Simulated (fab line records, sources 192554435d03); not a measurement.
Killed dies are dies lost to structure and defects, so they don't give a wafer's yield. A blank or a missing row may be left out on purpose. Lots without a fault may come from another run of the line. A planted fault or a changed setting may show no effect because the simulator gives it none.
Split-lot experiment | flow n5_finfet | 7 lots, 21 wafers read, on a route of 1938 steps

THE SPLIT
At N5_WELL_APT_COAT_02 (resist thk 950 nm), the setting spin_rpm was moved away from the recipe's 1357 rpm on 4 of the 21 wafers read, by +5.6% to +9.9%. The other wafers ran this setting at the recipe's value.

The reading is taken at the split's own step.

THE READING
coat_of_WELL_APT_COAT_02.thk_nm (the simulator's own value, which no gauge read), in nm, at N5_WELL_APT_COAT_02 (resist thk 950 nm). The file gives no usual value for it. The 17 wafers here that ran the recipe average 950.1 nm, standard deviation 2.5 nm.

wafer  | tool, chamber at the split | spin_rpm as run, rpm | against the recipe | coat_of_WELL_APT_COAT_02.thk_nm, nm | against lot-mates on the recipe
L078.2 | litho_track-03, 0          | 1357                 | recipe             | 953.2                               | -
L078.4 | litho_track-03, 0          | 1357                 | recipe             | 946.8                               | -
L078.5 | litho_track-03, 0          | 1357                 | recipe             | 948.4                               | -
L082.3 | litho_track-05, 0          | 1357                 | recipe             | 952                                 | -
L082.4 | litho_track-05, 0          | 1357                 | recipe             | 949.7                               | -
L082.5 | litho_track-05, 0          | 1357                 | recipe             | 951.7                               | -
L087.2 | litho_track-03, 0          | 1357                 | recipe             | 951.4                               | -
L087.3 | litho_track-03, 0          | 1357                 | recipe             | 954                                 | -
L087.6 | litho_track-03, 0          | 1491                 | +9.9%              | 909.6                               | -43.1
L088.1 | litho_track-05, 0          | 1357                 | recipe             | 947.8                               | -
L088.2 | litho_track-05, 0          | 1433                 | +5.6%              | 924.9                               | -24.1
L088.3 | litho_track-05, 0          | 1357                 | recipe             | 950.2                               | -
L089.2 | litho_track-01, 0          | 1357                 | recipe             | 951.4                               | -
L089.3 | litho_track-01, 0          | 1357                 | recipe             | 953.3                               | -
L089.5 | litho_track-01, 0          | 1357                 | recipe             | 953.1                               | -
L092.1 | litho_track-01, 0          | 1357                 | recipe             | 947.6                               | -
L092.2 | litho_track-01, 0          | 1458                 | +7.4%              | 910.3                               | -37.3
L092.5 | litho_track-01, 0          | 1458                 | +7.4%              | 910.7                               | -36.9
L095.1 | litho_track-03, 0          | 1357                 | recipe             | 946.2                               | -
L095.4 | litho_track-03, 0          | 1357                 | recipe             | 947.6                               | -
L095.6 | litho_track-03, 0          | 1357                 | recipe             | 948                                 | -

THE FIT
A straight line over all 21 wafers: coat_of_WELL_APT_COAT_02.thk_nm changes by -4.71 nm for each +1% of spin_rpm; r = -0.98; the points scatter about the line by 3.1 nm.
The same after taking each lot's own level away (the mean of its wafers on the recipe; 21 wafers): -4.64 nm for each +1%; r = -0.99; scatter 1.8 nm.
On that fit, the largest move of spin_rpm shifts the reading by 46 nm.
The lots' own levels span 947.27 to 952.70 nm, that is 2.2 times the standard deviation above.
So the lot-to-lot level changes the slope little: the two slopes agree.
Check: with one of the wafers moved furthest among these (+9.9%) left out of the fit, the line predicts -47.8 nm for it against its lot-mates. It came out at -43.1 nm against them.

THE FILE'S OWN FIT
coat_of_WELL_APT_COAT_02.thk_nm changes by -4.54 nm for each +1% of spin_rpm, r = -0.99.
